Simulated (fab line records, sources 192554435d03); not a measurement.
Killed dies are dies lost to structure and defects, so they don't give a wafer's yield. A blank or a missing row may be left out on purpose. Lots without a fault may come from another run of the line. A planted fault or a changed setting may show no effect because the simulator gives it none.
Chamber matching | flow n5_finfet | N5_HKMG_FIN_CVD_62 on thermal_cvd_si-02: 3 sister chambers
The step deposits a-Si from Si2H6, target thk 3 nm, time 20.8 s. 3 wafers are shown with their chamber, then 12 later ones without.

WAFERS WITH THEIR CHAMBER
wafer  | chamber | heater_power_w (W)
L086.5 | 1       | 1438
L088.5 | 0       | 1172
L088.6 | 2       | 1490

WAFERS WITHOUT THEIR CHAMBER
wafer  | heater_power_w (W)
L090.1 | 1171
L090.3 | 1444
L090.5 | 1170
L092.3 | 1166
L092.5 | 1173
L092.6 | 1426
L094.1 | 1523
L094.4 | 1521
L094.6 | 1158
L096.2 | 1435
L096.4 | 1127
L096.6 | 1526

WHICH CHAMBER EACH WENT THROUGH
wafer  | from the rows above     | in truth
L090.1 | 0                       | 0
L090.3 | can't be placed: 1 or 2 | 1
L090.5 | 0                       | 0
L092.3 | 0                       | 0
L092.5 | 0                       | 0
L092.6 | 1                       | 1
L094.1 | 2                       | 2
L094.4 | 2                       | 2
L094.6 | 0                       | 0
L096.2 | 1                       | 1
L096.4 | 0                       | 0
L096.6 | 2                       | 2
Placed correctly: 11 of 12. Can't be placed from these rows: 1 (the true chamber is among the candidates in 1). Placed wrongly: 0.
How it was worked out, from the rows above alone: a wafer's distance from a chamber is the root of the sum, over the readings, of the square of ((its reading less the chamber's mean) divided by the reading's scatter). The wafer belongs to the nearest chamber; if the next one is less than 2 further off, it can't be placed. A chamber's mean is the mean of its shown wafers. The scatter: with one shown wafer a chamber, the root of the mean of the squares of how far each hidden wafer lies from its nearest shown one.
